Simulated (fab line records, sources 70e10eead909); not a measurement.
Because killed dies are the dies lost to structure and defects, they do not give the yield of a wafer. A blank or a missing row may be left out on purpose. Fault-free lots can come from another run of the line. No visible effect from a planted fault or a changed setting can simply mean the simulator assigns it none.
Chamber matching + flow nand-harc + rie-diel-02 running NHARC_A_ZERO_WELL_DESCUM_12: 4 sister chambers
The step chemistry O2, time 3 s. 16 wafers are shown with their chamber, then 8 later ones without.

== WAFERS WITH THEIR CHAMBER ==
| wafer  | chamber | drypump-motor-current-A (A) | oes-product-au (a.u.) | throttle-valve-pct (%) |
|--------|---------|-----------------------------|-----------------------|------------------------|
| L074.4 | 1       | 5.8                         | 1.002                 | 11.310                 |
| L074.5 | 1       | 5.8                         | 1.005                 | 11.316                 |
| L074.6 | 0       | 5.2                         | 1.008                 | 11.314                 |
| L079.1 | 1       | 5.8                         | 1.010                 | 11.314                 |
| L079.2 | 0       | 5.2                         | 1.000                 | 11.325                 |
| L079.6 | 3       | 6.0                         | 1.000                 | 11.303                 |
| L080.1 | 3       | 5.9                         | 1.002                 | 11.309                 |
| L080.2 | 1       | 5.8                         | 0.991                 | 11.308                 |
| L080.3 | 0       | 5.2                         | 0.998                 | 11.307                 |
| L082.1 | 3       | 5.9                         | 1.006                 | 11.322                 |
| L082.4 | 0       | 5.3                         | 1.009                 | 11.331                 |
| L082.5 | 3       | 5.9                         | 1.003                 | 11.301                 |
| L084.1 | 3       | 6.0                         | 1.007                 | 11.314                 |
| L084.4 | 2       | 5.3                         | 1.005                 | 11.302                 |
| L084.5 | 3       | 5.9                         | 1.007                 | 11.310                 |
| L083.2 | 2       | 5.3                         | 1.010                 | 11.331                 |

SIGNATURES, as means of the wafers listed above
| reading                 | chamber 0 | chamber 1 | chamber 2 | chamber 3 | scatter within a chamber |
|-------------------------|-----------|-----------|-----------|-----------|--------------------------|
| drypump-motor-current-A | 5.225     | 5.800     | 5.300     | 5.933     | 0.0417                   |
| oes-product-au          | 1.00375   | 1.00200   | 1.00750   | 1.00417   | 0.00534                  |
| throttle-valve-pct      | 11.31925  | 11.31200  | 11.31650  | 11.30983  | 0.00957                  |
Rule: for each reading, subtract the chamber's mean from the wafer's reading, divide by that reading's scatter and square the result; add these up over the readings and take the root, which gives the wafer's distance from the chamber. The wafer belongs to the nearest chamber; if the next one is less than 2 further off, it can't be placed. The scatter: the root of (the sum of the squares of (reading less its chamber's mean) over the shown wafers, divided by (wafers less chambers)).

== WAFERS WITH NO CHAMBER GIVEN ==
| wafer  | drypump-motor-current-A (A) | oes-product-au (a.u.) | throttle-valve-pct (%) |
|--------|-----------------------------|-----------------------|------------------------|
| L083.4 | 6.0                         | 1.013                 | 11.310                 |
| L083.5 | 6.0                         | 1.017                 | 11.312                 |
| L095.2 | 5.2                         | 1.000                 | 11.308                 |
| L095.4 | 5.8                         | 0.995                 | 11.315                 |
| L095.6 | 5.3                         | 1.006                 | 11.314                 |
| L097.1 | 5.3                         | 1.002                 | 11.302                 |
| L097.2 | 5.9                         | 1.005                 | 11.320                 |
| L097.6 | 5.8                         | 0.996                 | 11.317                 |

== CHAMBER TAKEN BY EACH ==
| wafer  | from the rows above     | in truth |
|--------|-------------------------|----------|
| L083.4 | 3                       | 3        |
| L083.5 | 3                       | 3        |
| L095.2 | can't be placed: 0 or 2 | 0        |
| L095.4 | 1                       | 1        |
| L095.6 | can't be placed: 2 or 0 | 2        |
| L097.1 | can't be placed: 2 or 0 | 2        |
| L097.2 | can't be placed: 3 or 1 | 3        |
| L097.6 | 1                       | 1        |
Correct placement for 4 of the 8. Unplaceable from these rows: 4, with the true chamber sitting among the candidates in 4. Placed wrongly: 0.
